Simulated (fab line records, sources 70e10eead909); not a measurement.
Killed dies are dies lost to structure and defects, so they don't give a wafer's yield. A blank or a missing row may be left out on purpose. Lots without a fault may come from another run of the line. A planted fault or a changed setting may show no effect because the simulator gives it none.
Chamber matching | flow nand_harc | NHARC_P_BONDPAD_CMP_32 on cmp-03: 4 sister chambers
The step polishes SiCN, target thk 200 nm. 8 wafers are shown with their chamber, then 7 later ones without.

WAFERS WITH THEIR CHAMBER
wafer  | chamber | motor_current_A (A) | slurry_filter_dp_kPa (kPa)
L403.5 | 1       | 10.7                | 13.76
L405.3 | 0       | 12.2                | 13.42
L405.5 | 3       | 13.4                | 13.38
L411.2 | 2       | 10.6                | 13.33
L411.3 | 3       | 13.4                | 13.64
L411.5 | 2       | 10.8                | 13.55
L420.1 | 0       | 12.4                | 13.27
L420.2 | 1       | 11.0                | 13.43

WAFERS WITHOUT THEIR CHAMBER
wafer  | motor_current_A (A) | slurry_filter_dp_kPa (kPa)
L420.3 | 10.9                | 13.64
L421.1 | 10.9                | 13.54
L421.2 | 12.5                | 13.30
L421.4 | 11.0                | 13.42
L424.2 | 12.6                | 13.66
L424.3 | 12.5                | 13.79
L424.6 | 10.9                | 13.47

WHICH CHAMBER EACH WENT THROUGH
wafer  | from the rows above     | in truth
L420.3 | can't be placed: 1 or 2 | 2
L421.1 | can't be placed: 1 or 2 | 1
L421.2 | 0                       | 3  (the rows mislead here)
L421.4 | can't be placed: 1 or 2 | 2
L424.2 | 0                       | 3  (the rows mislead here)
L424.3 | 0                       | 0
L424.6 | can't be placed: 1 or 2 | 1
Placed correctly: 1 of 7. Can't be placed from these rows: 4 (the true chamber is among the candidates in 4). Placed wrongly: 2.
How it was worked out, from the rows above alone: a wafer's distance from a chamber is the root of the sum, over the readings, of the square of ((its reading less the chamber's mean) divided by the reading's scatter). The wafer belongs to the nearest chamber; if the next one is less than 2 further off, it can't be placed. A chamber's mean is the mean of its shown wafers. The scatter: the root of (the sum of the squares of (reading less its chamber's mean) over the shown wafers, divided by (wafers less chambers)).
